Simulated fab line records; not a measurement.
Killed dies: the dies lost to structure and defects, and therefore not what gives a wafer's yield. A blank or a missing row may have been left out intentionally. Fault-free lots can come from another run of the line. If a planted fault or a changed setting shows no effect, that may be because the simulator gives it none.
Which tool is to blame?	flow nand harc	20 lots, 60 wafers sampled, at 6 steps of a route of 1159

## WHAT THE GAUGES READ, wafer by wafer
No reading from a measuring or inspecting step in the record can be judged against a usual standard deviation.

## EACH LOT AND THE TOOL THAT RAN IT (in order: tool; ch and the chambers of the sampled wafers; start)
lot	NHARC_A_CHANNEL_HOLE_D1_ETCH_24	NHARC_A_CHANNEL_HOLE_D1_ETCH_26	NHARC_A_STAIRCASE_TRIM_20	NHARC_A_STAIRCASE_TRIM_26	NHARC_A_STAIRCASE_ETCH_221	NHARC_A_STAIRCASE_TRIM_226
L074	har etch-02 ch 0,1, day 7 19:05	har etch-02 ch 0,1, day 7 20:44	rie diel-12 ch 0,1, day 10 01:07	rie diel-12 ch 1,2, no start	rie diel-02 ch 0,1,2, no start	rie diel-02 ch 1,2,3, no start
L075	har etch-02 ch 0,1, day 8 19:06	har etch-02 ch 0,1, day 8 20:46	rie diel-02 ch 0,1,2, day 11 06:02	rie diel-02 ch 1,2,3, no start	rie diel-03 ch 0,1,3, no start	rie diel-03 ch 1,2,3, no start
L078	har etch-02 ch 1, day 9 06:15	har etch-02 ch 1, day 9 07:54	rie diel-12 ch 1,2,3, day 11 17:54	rie diel-12 ch 0,2,3, no start	rie diel-03 ch 0,1,2, no start	rie diel-03 ch 0,1,3, no start
L077	har etch-01 ch 0,1, day 9 06:17	har etch-01 ch 0,1, day 9 07:57	rie diel-03 ch 0,1,3, day 11 16:29	rie diel-03 ch 0,1,3, no start	rie diel-02 ch 0,2,3, no start	rie diel-02 ch 1,2,3, no start
L076	har etch-02 ch 0, day 9 10:35	har etch-02 ch 0, day 9 12:08	rie diel-03 ch 1,2,3, day 11 16:39	rie diel-03 ch 1,2, no start	rie diel-03 ch 1,2,3, no start	rie diel-03 ch 2,3, no start
L079	har etch-02 ch 0,1, day 9 18:04	har etch-02 ch 0,1, day 9 19:31	rie diel-12 ch 1,3, day 12 01:26	rie diel-12 ch 0,2,3, no start	rie diel-02 ch 0,1,2, no start	rie diel-02 ch 1,2, no start
L080	har etch-01 ch 0, day 9 20:53	har etch-01 ch 0, day 9 22:31	rie diel-02 ch 0,1, day 12 06:52	rie diel-02 ch 0,1,3, no start	rie diel-02 ch 2,3, no start	rie diel-02 ch 2,3, no start
L082	har etch-02 ch 0,1, day 10 02:16	har etch-02 ch 0,1, day 10 03:54	rie diel-02 ch 0,1, day 12 11:08	rie diel-02 ch 2,3, no start	rie diel-03 ch 2,3, no start	rie diel-03 ch 1,2,3, no start
L081	har etch-01 ch 0,1, day 10 11:00	har etch-01 ch 0,1, day 10 12:38	rie diel-02 ch 1,2,3, day 12 22:19	rie diel-02 ch 1,2,3, no start	rie diel-03 ch 0,2,3, no start	rie diel-03 ch 0,2,3, no start
L084	har etch-02 ch 0,1, day 11 02:19	har etch-02 ch 0,1, day 11 03:46	rie diel-02 ch 0,3, day 13 10:52	rie diel-02 ch 0,1, no start	rie diel-12 ch 0,3, no start	rie diel-12 ch 0,1,2, no start
L085	har etch-01 ch 0,1, day 11 02:58	har etch-01 ch 0,1, day 11 04:37	rie diel-12 ch 0,1,3, day 13 11:05	rie diel-12 ch 0,1,3, no start	rie diel-12 ch 1,2,3, no start	rie diel-12 ch 0,3, no start
L083	har etch-02 ch 0,1, day 11 06:28	har etch-02 ch 0,1, day 11 07:55	rie diel-12 ch 1,2,3, day 13 21:11	rie diel-12 ch 1,2,3, no start	rie diel-12 ch 2,3, no start	rie diel-12 ch 0,1,3, no start
L086	har etch-02 ch 1, day 11 12:04	har etch-02 ch 1, day 11 13:42	rie diel-02 ch 1,2,3, day 13 18:14	rie diel-02 ch 0,1,3, no start	rie diel-02 ch 0,1,3, no start	rie diel-02 ch 0,1, no start
L092	har etch-02 ch 0,1, day 12 20:02	har etch-02 ch 0,1, day 12 21:29	rie diel-02 ch 1,2, day 15 09:30	rie diel-02 ch 0,2,3, no start	rie diel-03 ch 0,1,2, no start	rie diel-03 ch 1,2, no start
L090	har etch-01 ch 0,1, day 12 21:01	har etch-01 ch 0,1, day 12 22:22	rie diel-12 ch 0,1,2, day 15 06:52	rie diel-12 ch 2,3, no start	rie diel-03 ch 0,2,3, no start	rie diel-03 ch 2,3, no start
L091	har etch-02 ch 0,1, day 12 23:58	har etch-02 ch 0,1, day 13 01:37	rie diel-12 ch 0,1,3, day 15 13:05	rie diel-12 ch 0,1,2, no start	rie diel-03 ch 0,1, no start	rie diel-03 ch 2,3, no start
L093	har etch-01 ch 0,1, day 13 02:28	har etch-01 ch 0,1, day 13 04:07	rie diel-03 ch 0,1,2, day 15 12:41	rie diel-03 ch 0,1,2, no start	rie diel-02 ch 0,2,3, no start	rie diel-02 ch 1,2,3, no start
L094	har etch-02 ch 0,1, day 13 08:39	har etch-02 ch 0,1, day 13 10:17	rie diel-02 ch 1,2,3, day 15 16:48	rie diel-02 ch 0,2,3, no start	rie diel-03 ch 0,1,3, no start	rie diel-03 ch 0,1,3, no start
L095	har etch-02 ch 0,1, day 13 22:16	har etch-02 ch 0,1, day 13 23:44	rie diel-02 ch 0,1,2, day 16 12:47	rie diel-02 ch 2,3, no start	rie diel-02 ch 0,2, no start	rie diel-02 ch 0,2,3, no start
L096	har etch-02 ch 0,1, day 14 06:21	har etch-02 ch 0,1, day 14 07:59	rie diel-12 ch 0,1, day 16 15:59	rie diel-12 ch 1,2,3, no start	rie diel-03 ch 0,2,3, no start	rie diel-03 ch 1,2,3, no start
- NHARC_A_CHANNEL_HOLE_D1_ETCH_24: etches the open film in C4F8/O2/Ar, time 906.2 s, target depth 1500 nm.
- NHARC_A_CHANNEL_HOLE_D1_ETCH_26: etches the open film in C4F8/O2/Ar, time 224.1 s, target depth 300 nm.
- NHARC_A_STAIRCASE_TRIM_20: chemistry O2, time 211.2 s.
- NHARC_A_STAIRCASE_TRIM_26: chemistry O2, time 211.2 s.
- NHARC_A_STAIRCASE_ETCH_221: etches the open film in C4F8/O2, target depth 100 nm, time 40.5 s.
- NHARC_A_STAIRCASE_TRIM_226: chemistry O2, time 211.2 s.

## WHAT THE TOOLS THEMSELVES READ (means of the sampled wafers that have a number; where no wafer has one, the mark that the record gives instead)
NHARC_A_CHANNEL_HOLE_D1_ETCH_24. Usual: drypump motor current A 5.7 A, standard deviation 0.36; o2 flow sccm 31.18 sccm, standard deviation 0.1; showerhead plenum p Torr 3.75 Torr, standard deviation 0.087; throttle valve pct 32.237 %, standard deviation 0.0095.
lot	tool	drypump motor current A (A)	o2 flow sccm (sccm)	showerhead plenum p Torr (Torr)	throttle valve pct (%)	flag
L074	har etch-02	5.6	30.99	3.81	32.241	
L075	har etch-02	5.6	31.12	3.81	32.246	
L078	har etch-02	5.3	31.26	3.87	32.241	
L077	har etch-01	5.6	31.25	3.77	32.235	
L076	har etch-02	6.0	31.06	3.68	32.237	
L079	har etch-02	5.8	31.13	3.74	32.233	
L080	har etch-01	5.4	31.13	3.81	32.232	
L082	har etch-02	5.5	31.13	3.80	32.251	
L081	har etch-01	5.6	31.23	3.76	32.235	
L084	har etch-02	5.5	31.25	3.80	32.238	
L085	har etch-01	5.8	31.29	3.72	32.241	
L083	har etch-02	5.8	31.22	3.73	32.243	
L086	har etch-02	5.3	31.15	3.85	32.238	
L092	har etch-02	5.8	31.21	3.72	32.232	
L090	har etch-01	5.8	31.26	3.71	32.236	
L091	har etch-02	5.8	31.17	3.72	32.238	
L093	har etch-01	5.6	31.23	3.75	32.248	
L094	har etch-02	5.5	31.13	3.78	32.241	
L095	har etch-02	5.8	31.20	3.71	32.241	
L096	har etch-02	5.8	31.12	3.71	32.237	

NHARC_A_CHANNEL_HOLE_D1_ETCH_26. Usual: drypump motor current A 5.7 A, standard deviation 0.36; o2 flow sccm 113.6 sccm, standard deviation 0.35; showerhead plenum p Torr 3.80 Torr, standard deviation 0.092; throttle valve pct 24.582 %, standard deviation 0.0096.
lot	tool	drypump motor current A (A)	o2 flow sccm (sccm)	showerhead plenum p Torr (Torr)	throttle valve pct (%)	flag
L074	har etch-02	5.5	113.4	3.87	24.586	
L075	har etch-02	5.5	113.6	3.86	24.588	
L078	har etch-02	5.3	113.8	3.93	24.574	
L077	har etch-01	5.6	113.7	3.82	24.584	
L076	har etch-02	6.1	113.9	3.73	24.576	
L079	har etch-02	5.8	113.4	3.79	24.585	
L080	har etch-01	5.5	113.6	3.87	24.586	
L082	har etch-02	5.6	113.5	3.85	24.584	
L081	har etch-01	5.6	113.2	3.82	24.579	
L084	har etch-02	5.6	113.4	3.85	24.576	
L085	har etch-01	5.8	113.6	3.77	24.586	
L083	har etch-02	5.8	113.9	3.78	24.584	
L086	har etch-02	5.3	113.5	3.91	24.578	
L092	har etch-02	5.8	113.8	3.77	24.582	
L090	har etch-01	5.8	113.7	3.76	24.587	
L091	har etch-02	5.8	113.4	3.77	24.588	
L093	har etch-01	5.6	113.7	3.80	24.589	
L094	har etch-02	5.6	113.8	3.83	24.577	
L095	har etch-02	5.8	113.6	3.76	24.590	
L096	har etch-02	5.8	113.1	3.76	24.584	

NHARC_A_STAIRCASE_TRIM_20. Usual: drypump motor current A 5.6 A, standard deviation 0.36; o2 flow sccm 499.9 sccm, standard deviation 1.6; oes product au 0.998 a.u., standard deviation 0.014; rf vpp V 57.7 V, standard deviation 0.89; showerhead plenum p Torr 3.50 Torr, standard deviation 0.12; throttle valve pct 17.037 %, standard deviation 0.0087.
lot	tool	drypump motor current A (A)	o2 flow sccm (sccm)	oes product au (a.u.)	rf vpp V (V)	showerhead plenum p Torr (Torr)	throttle valve pct (%)	flag
L074	rie diel-12	5.8	499.5	0.983	57.5	3.49	17.037	
L075	rie diel-02	5.7	500.9	0.995	58.1	3.38	17.044	
L078	rie diel-12	5.8	499.7	0.995	57.5	3.57	17.049	
L077	rie diel-03	5.4	500.2	1.005	57.9	3.54	17.039	
L076	rie diel-03	5.4	499.2	1.008	58.1	3.58	17.043	
L079	rie diel-12	5.7	501.3	1.003	57.7	3.47	17.028	
L080	rie diel-02	6.0	501.0	1.002	57.7	3.34	17.039	
L082	rie diel-02	5.9	499.0	0.999	57.6	3.37	17.028	
L081	rie diel-02	5.5	500.8	1.003	57.0	3.39	17.039	
L084	rie diel-02	5.6	501.1	1.007	56.8	3.42	17.030	
L085	rie diel-12	5.6	501.1	0.999	58.6	3.53	17.039	
L083	rie diel-12	5.8	499.6	0.987	57.4	3.56	17.043	
L086	rie diel-02	5.5	498.4	1.006	58.4	3.39	17.037	
L092	rie diel-02	5.8	500.4	0.995	57.0	3.33	17.036	
L090	rie diel-12	5.9	500.6	0.994	57.6	3.56	17.041	
L091	rie diel-12	5.6	499.4	0.990	57.9	3.52	17.041	
L093	rie diel-03	5.1	499.7	0.998	58.0	3.56	17.037	
L094	rie diel-02	5.5	499.6	1.001	57.0	3.38	17.037	
L095	rie diel-02	5.7	499.6	0.996	57.9	3.36	17.046	
L096	rie diel-12	5.7	499.9	0.982	57.5	3.52	17.031	

NHARC_A_STAIRCASE_TRIM_26. Usual: drypump motor current A 5.6 A, standard deviation 0.36; o2 flow sccm 500.1 sccm, standard deviation 1.5; oes product au 0.997 a.u., standard deviation 0.014; rf vpp V 57.6 V, standard deviation 0.87; showerhead plenum p Torr 3.51 Torr, standard deviation 0.12; throttle valve pct 17.036 %, standard deviation 0.0089.
lot	tool	drypump motor current A (A)	o2 flow sccm (sccm)	oes product au (a.u.)	rf vpp V (V)	showerhead plenum p Torr (Torr)	throttle valve pct (%)	flag
L074	rie diel-12	6.0	499.6	0.983	57.9	3.61	17.032	
L075	rie diel-02	5.5	501.4	0.998	56.9	3.40	17.038	
L078	rie diel-12	5.7	501.5	0.980	57.7	3.64	17.034	
L077	rie diel-03	5.4	499.1	1.004	57.1	3.54	17.030	
L076	rie diel-03	5.0	500.1	1.000	57.1	3.61	17.031	
L079	rie diel-12	5.7	499.9	0.991	58.1	3.64	17.041	
L080	rie diel-02	5.7	499.7	1.005	57.3	3.39	17.035	
L082	rie diel-02	5.3	496.8	1.003	57.3	3.45	17.040	
L081	rie diel-02	5.5	500.0	1.002	57.2	3.39	17.030	
L084	rie diel-02	5.9	500.7	1.001	57.6	3.33	17.038	
L085	rie diel-12	5.6	500.7	0.993	57.8	3.53	17.036	
L083	rie diel-12	5.8	500.2	0.993	57.8	3.56	17.037	
L086	rie diel-02	5.7	501.0	1.008	57.1	3.39	17.037	
L092	rie diel-02	5.4	500.9	1.008	57.8	3.42	17.033	
L090	rie diel-12	5.6	499.9	0.987	57.9	3.62	17.036	
L091	rie diel-12	5.9	500.3	0.993	57.8	3.56	17.036	
L093	rie diel-03	5.1	499.1	1.006	58.1	3.56	17.028	
L094	rie diel-02	5.5	499.8	1.012	57.8	3.42	17.049	
L095	rie diel-02	5.2	501.1	1.008	57.2	3.44	17.041	
L096	rie diel-12	5.8	501.0	0.995	57.3	3.55	17.033	

NHARC_A_STAIRCASE_ETCH_221. Usual: oes product au 0.938 a.u., standard deviation 0.013; rf vpp V 895 V, standard deviation 3.7.
lot	tool	oes product au (a.u.)	rf vpp V (V)	flag
L074	rie diel-02	0.945	890	
L075	rie diel-03	0.925	896	
L078	rie diel-03	0.935	898	
L077	rie diel-02	0.943	892	
L076	rie diel-03	0.953	898	
L079	rie diel-02	0.945	890	
L080	rie diel-02	0.950	893	
L082	rie diel-03	0.932	899	
L081	rie diel-03	0.946	896	
L084	rie diel-12	0.921	899	
L085	rie diel-12	0.924	897	
L083	rie diel-12	0.924	900	
L086	rie diel-02	0.941	890	
L092	rie diel-03	0.928	897	
L090	rie diel-03	0.932	897	
L091	rie diel-03	0.927	896	
L093	rie diel-02	0.959	892	
L094	rie diel-03	0.934	896	
L095	rie diel-02	0.935	891	
L096	rie diel-03	0.945	896	

NHARC_A_STAIRCASE_TRIM_226. Usual: drypump motor current A 5.5 A, standard deviation 0.42; o2 flow sccm 500.0 sccm, standard deviation 1.5; oes product au 1.003 a.u., standard deviation 0.013; rf vpp V 57.7 V, standard deviation 0.86; showerhead plenum p Torr 3.51 Torr, standard deviation 0.1; throttle valve pct 17.036 %, standard deviation 0.0099.
lot	tool	drypump motor current A (A)	o2 flow sccm (sccm)	oes product au (a.u.)	rf vpp V (V)	showerhead plenum p Torr (Torr)	throttle valve pct (%)	flag
L074	rie diel-02	5.5	499.3	1.000	57.3	3.41	17.035	
L075	rie diel-03	5.4	501.0	1.006	57.2	3.58	17.040	
L078	rie diel-03	5.4	500.0	1.011	58.5	3.54	17.033	
L077	rie diel-02	5.5	500.5	1.001	57.2	3.40	17.046	
L076	rie diel-03	5.5	500.6	1.019	57.5	3.59	17.041	
L079	rie diel-02	5.6	500.1	1.006	56.8	3.38	17.040	
L080	rie diel-02	5.3	500.9	1.001	57.8	3.43	17.039	
L082	rie diel-03	5.4	500.0	1.002	57.6	3.57	17.033	
L081	rie diel-03	5.5	499.9	1.003	57.3	3.54	17.025	
L084	rie diel-12	5.9	501.2	0.975	57.6	3.57	17.041	
L085	rie diel-12	5.5	500.3	0.993	58.2	3.60	17.034	
L083	rie diel-12	5.6	500.2	0.996	57.4	3.53	17.041	
L086	rie diel-02	5.9	500.0	1.007	57.3	3.36	17.033	
L092	rie diel-03	5.1	499.4	1.006	58.1	3.61	17.041	
L090	rie diel-03	5.8	499.1	1.010	57.7	3.53	17.038	
L091	rie diel-03	5.8	500.5	1.016	58.2	3.53	17.032	
L093	rie diel-02	5.5	499.5	1.011	57.8	3.38	17.046	
L094	rie diel-03	5.4	500.1	1.004	58.4	3.52	17.035	
L095	rie diel-02	5.5	501.0	1.011	56.4	3.41	17.033	
L096	rie diel-03	5.4	498.8	1.004	57.5	3.55	17.034	

## THE ANSWER, worked out from the rows above alone
Rule: a lot counts as off when the mean over its wafers that have a number is more than 3 standard deviations away from the usual mean. A lot without any number at a reading at which 4 lots or more have one is off too. Where the step has rows for the other lots, those lots are counted as sound. After the gauges, taken in route order, come the tools' own readings; for these a lot's mean is taken, as printed above. At the first step where some lot is off, the reading lying furthest off is the one used; lots without a number count as furthest.
Nothing can be told from this: no lot is off at any reading shown.

## WHAT THE SIMULATOR HAD INSERTED
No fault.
